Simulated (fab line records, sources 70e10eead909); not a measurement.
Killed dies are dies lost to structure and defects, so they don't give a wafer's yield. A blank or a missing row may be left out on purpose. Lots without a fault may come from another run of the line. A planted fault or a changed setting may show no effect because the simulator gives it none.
Chamber matching | flow nand_harc | NHARC_P_M0_DEP_32 on pecvd-04: 3 sister chambers
The step deposits SiCN, target thk 30 nm. 14 wafers are shown with their chamber, then 7 later ones without.

WAFERS WITH THEIR CHAMBER
wafer  | chamber | showerhead_vpp_V (V) | heater_power_outer_w (W) | chamber_pressure_Torr (Torr)
L287.1 | 2       | 1255                 | 322                      | 3.006
L287.4 | 2       | 1256                 | 317                      | 3.010
L287.5 | 1       | 1212                 | 337                      | 3.007
L292.1 | 1       | 1215                 | 309                      | 3.004
L292.4 | 1       | 1215                 | 312                      | 3.009
L292.6 | 2       | 1261                 | 269                      | 3.003
L294.2 | 1       | 1214                 | 312                      | 3.007
L294.3 | 0       | 1186                 | 351                      | 2.988
L294.6 | 0       | 1186                 | 362                      | 2.994
L295.2 | 0       | 1170                 | 361                      | 3.002
L295.5 | 2       | 1276                 | 295                      | 2.996
L295.6 | 1       | 1225                 | 346                      | 2.995
L297.1 | 0       | 1186                 | 343                      | 2.993
L297.2 | 1       | 1194                 | 346                      | 2.994

SIGNATURES (means of the wafers above)
reading               | chamber 0 | chamber 1 | chamber 2 | scatter within a chamber
showerhead_vpp_V      | 1182.00   | 1212.50   | 1262.00   | 9.47
heater_power_outer_w  | 354.25    | 327.00    | 300.75    | 18.1
chamber_pressure_Torr | 2.99425   | 3.00267   | 3.00375   | 0.00617
Rule: a wafer's distance from a chamber is the root of the sum, over the readings, of the square of ((its reading less the chamber's mean) divided by the reading's scatter). The wafer belongs to the nearest chamber; if the next one is less than 2 further off, it can't be placed. The scatter: the root of (the sum of the squares of (reading less its chamber's mean) over the shown wafers, divided by (wafers less chambers)).

WAFERS WITHOUT THEIR CHAMBER
wafer  | showerhead_vpp_V (V) | heater_power_outer_w (W) | chamber_pressure_Torr (Torr)
L297.6 | 1263                 | 332                      | 2.997
L298.1 | 1202                 | 299                      | 2.993
L298.3 | 1201                 | 310                      | 2.997
L298.6 | 1260                 | 316                      | 3.009
L307.4 | 1219                 | 345                      | 3.002
L307.5 | 1178                 | 374                      | 2.996
L307.6 | 1253                 | 324                      | 2.997

WHICH CHAMBER EACH WENT THROUGH
wafer  | from the rows above     | in truth
L297.6 | 2                       | 2
L298.1 | can't be placed: 1 or 0 | 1
L298.3 | can't be placed: 1 or 0 | 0
L298.6 | 2                       | 2
L307.4 | 1                       | 1
L307.5 | 0                       | 0
L307.6 | 2                       | 2
Placed correctly: 5 of 7. Can't be placed from these rows: 2 (the true chamber is among the candidates in 2). Placed wrongly: 0.
